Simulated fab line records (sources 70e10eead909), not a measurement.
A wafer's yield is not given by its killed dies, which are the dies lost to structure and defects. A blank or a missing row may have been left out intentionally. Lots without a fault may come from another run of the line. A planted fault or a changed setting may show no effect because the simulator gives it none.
A lot that was struck, set against a sound lot	flow nand_harc	14 steps out of a route of 1302
Sound: these wafers, L425.2, L425.5, L425.6. Wafers L429.3, L429.5, L429.6 were the ones struck. The cause is named last.
Order at every step that has rows: each side's tool, ch and its chambers, its first start. Under that, the readings that differ: sound wafers	struck wafers	difference of the means	sigmas: that difference in standard deviations of wafers without a fault.
alike: a reading whose means differ by less than 2 such deviations, as well as words and numbers matching on both sides. not compared: withheld readings; readings where some wafer has no value; bounds like >300 that might hide an equal value; numbers whose values overlap and for which the record gives no deviation.
The two part at a step that has a row with sigmas, a row that says differs or no value, or rows on one side only. Numbers that don't overlap but have no deviation are shown without sigmas and don't part them. A reading missing from all wafers of one side parts the sides only when that side holds two or more wafers.

NHARC_P_STI_OCD_MEAS_17:
  sound: ocd-02 at day 7 19:52; struck: ocd-01 at day 9 11:07
  alike: trench_depth_nm, trench_foot_cd_nm
then, 3 steps without rows for these wafers: NHARC_P_STI_STRIP_19 (strips in SPM, time 900 s); NHARC_P_STI_PRECLEAN_32 (cleans in SC1); NHARC_P_STI_SRD_23.
NHARC_P_STI_OCD_MEAS_43:
  sound: ocd-01 at day 7 20:22; struck: ocd-02 at day 9 11:37
  alike: trench_depth_nm, trench_foot_cd_nm
then, 3 steps without rows for these wafers: NHARC_P_STI_OXIDE_33 (material SiO2, target thk 10 nm, ox time 281 s); NHARC_P_STI_HDPCVD_20 (deposits SiO2); NHARC_P_STI_ANNEAL_34 (time 1800 s).
NHARC_P_STI_CMP_21: polishes, t overpolish 20 s, target thk 380.67 nm.
  sound on cmp-03 ch 1,2,3, day 8 13:40; struck on cmp-02 ch 2,3, day 10 11:58
  alike: motor_current_A, overpolish_run_s
then, 2 steps without rows for these wafers: NHARC_P_STI_SRD_35; NHARC_P_STI_ETCH_36 (etches SiO2 in dHF, target depth 38.8 nm).
NHARC_P_STI_STRIP_24: strips Si3N4 in H3PO4.
  sound on wet_bench-05 ch 0,4,6, day 8 13:56; struck on wet_bench-05 ch 5,6,7, day 10 12:17
  no value came back on the struck wafers for bath_guard_temp_C (C), bath_heat_duty_pct (%); on the sound wafers bath_guard_temp_C (C) reads 160.4 160.4 159.8
then, 1 step without rows for these wafers: NHARC_P_STI_ETCH_37 (etches SiO2 in dHF, target depth 11 nm).
-- break in the record here, with 21 days between the starts of the struck wafers on either side (left off in module P_STI, picked up again in module END, where the first step shown is number 1302 on the route) --
NHARC_END_SORT_01:
  only the struck wafers appear in the record here, on prober-01 ch 0 at day 31 07:14; the sound ones have no rows

WHERE THEY PART
Last at NHARC_END_SORT_01 as far as this record goes, first at NHARC_P_STI_STRIP_24.

WHY: what had been put in by the simulator
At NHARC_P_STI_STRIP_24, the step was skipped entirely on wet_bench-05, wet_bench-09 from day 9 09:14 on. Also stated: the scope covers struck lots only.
